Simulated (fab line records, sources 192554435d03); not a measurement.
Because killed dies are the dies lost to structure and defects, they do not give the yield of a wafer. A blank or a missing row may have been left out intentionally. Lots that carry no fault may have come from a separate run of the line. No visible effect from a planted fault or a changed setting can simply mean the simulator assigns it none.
A struck lot beside a sound one -- flow n5-finfet -- 23 out of 1938 route steps
Sound: these wafers, L902.1, L902.4, L902.5. Wafers struck: L910.1, L910.4, L910.5. The cause is named last.
Order at every step that has rows: each side's tool, ch and its chambers, its first start. Under that, the readings that differ: sound wafers -- struck wafers -- difference of the means -- sigmas: that difference in standard deviations of wafers without a fault.
alike: a reading whose means differ by less than 2 such deviations, as well as words and numbers matching on both sides. not compared: withheld readings; readings where some wafer has no value; bounds like >300 that might hide an equal value; numbers whose values overlap and for which the record gives no deviation.
The two part at a step that has a row with sigmas, a row that says differs or no value, or rows on one side only. Non-overlapping numbers with no deviation appear without sigmas and do not part them. A reading that every wafer of one side lacks parts them only if that side has two wafers or more.

first, 4 steps without rows for these wafers: N5_WELL_APT_EXPOSE_05 (exposes mask NWELL, defocus 0 nm, target cd 200 nm); N5_WELL_APT_PEB_06 (peb time 90 s); N5_WELL_APT_DEVELOP_07 (develop time 45 s); N5_WELL_APT_HARDBAKE_12 (time 120 s).
N5_WELL_APT_CD_MEAS_08 targets a cd of 200 nm.
  sound on cd-sem-03 ch 0, day 3 02:19; struck on cd-sem-03 ch 0, day 5 01:34
  alike: cd-nm
N5_WELL_APT_OVL_MEAS_09:
  sound on overlay-01 ch 0, day 3 02:21; struck on overlay-01 ch 0, day 5 01:35
  alike: NWELL_OVL
N5_WELL_APT_INSPECT_10: inspects for defects (macro).
  sound on defect-inspect-02, day 3 02:22; struck on defect-inspect-01, day 5 01:37
  alike: raw-defect-count
N5_WELL_APT_DESCUM_13: chemistry O2, time 7.9 s.
  sound on rie-diel-01 ch 1,3, day 3 02:37; struck on rie-diel-01 ch 0,1,3, day 5 01:39
  alike: drypump-motor-current-A, oes-product-au, rf-vpp-V, showerhead-plenum-p-Torr, throttle-valve-pct
  not compared: rf-hours-counter-h
then, 4 steps without rows for these wafers: N5_WELL_APT_IMPLANT_14; N5_WELL_APT_IMPLANT_15; N5_WELL_APT_STRIP_16 (strips in SPM, time 900 s); N5_WELL_APT_HMDS_18 (time 60 s).
N5_WELL_APT_COAT_19: resist thk 950 nm.
  struck on litho-track-04, day 5 02:25; sound on litho-track-05 ch 0, day 3 03:23
  no value came back on the struck wafers for chill-plate-temp-C (C), dispense-pressure-kPa (kPa), resist-line-temp-C (C), spin-speed-rpm (rpm); on the sound wafers chill-plate-temp-C (C) reads 23.11 22.95 23.03
then, 6 steps without rows for these wafers: N5_WELL_APT_EBR_21; N5_WELL_APT_SOFTBAKE_20 (time 60 s); N5_WELL_APT_EXPOSE_22 (exposes mask PWELL, defocus 0 nm, target cd 200 nm); N5_WELL_APT_PEB_23 (peb time 90 s); N5_WELL_APT_DEVELOP_24 (develop time 45 s); N5_WELL_APT_HARDBAKE_29 (time 120 s).
N5_WELL_APT_CD_MEAS_25 targets a cd of 200 nm.
  sound on cd-sem-03 ch 0, day 3 03:47; struck on cd-sem-02 ch 0, day 5 02:41
reading,sound,struck,difference,sigmas
cd-nm (nm),201.4 203.4 203.7,- - -,no value on the struck wafers,
N5_WELL_APT_OVL_MEAS_26:
  sound on overlay-01 ch 0, day 3 03:49; struck on overlay-02 ch 0, day 5 02:43
reading,sound,struck,difference,sigmas
PWELL_OVL (nm),2 5 4,- - -,no value on the struck wafers,
N5_BEOL_M4_RC_MEAS_101:
  the record has rows for the sound wafers here (prober-02 ch 0, day 9 22:32) and none for the struck ones
-- here the record skips 12 days between the struck wafers' starts before and after, leaving off in module BEOL_M4 and picking up in module PASSIVATION (first step shown: number 1936 of the route) --
N5_PASSIVATION_PROBE_49:
  only the struck wafers here have rows in the record (prober-01, day 16 16:08); the sound ones have none

== WHERE THEY PART ==
Last at N5_PASSIVATION_PROBE_49 as far as this record goes, first at N5_WELL_APT_COAT_19.

WHY: what had been put in by the simulator
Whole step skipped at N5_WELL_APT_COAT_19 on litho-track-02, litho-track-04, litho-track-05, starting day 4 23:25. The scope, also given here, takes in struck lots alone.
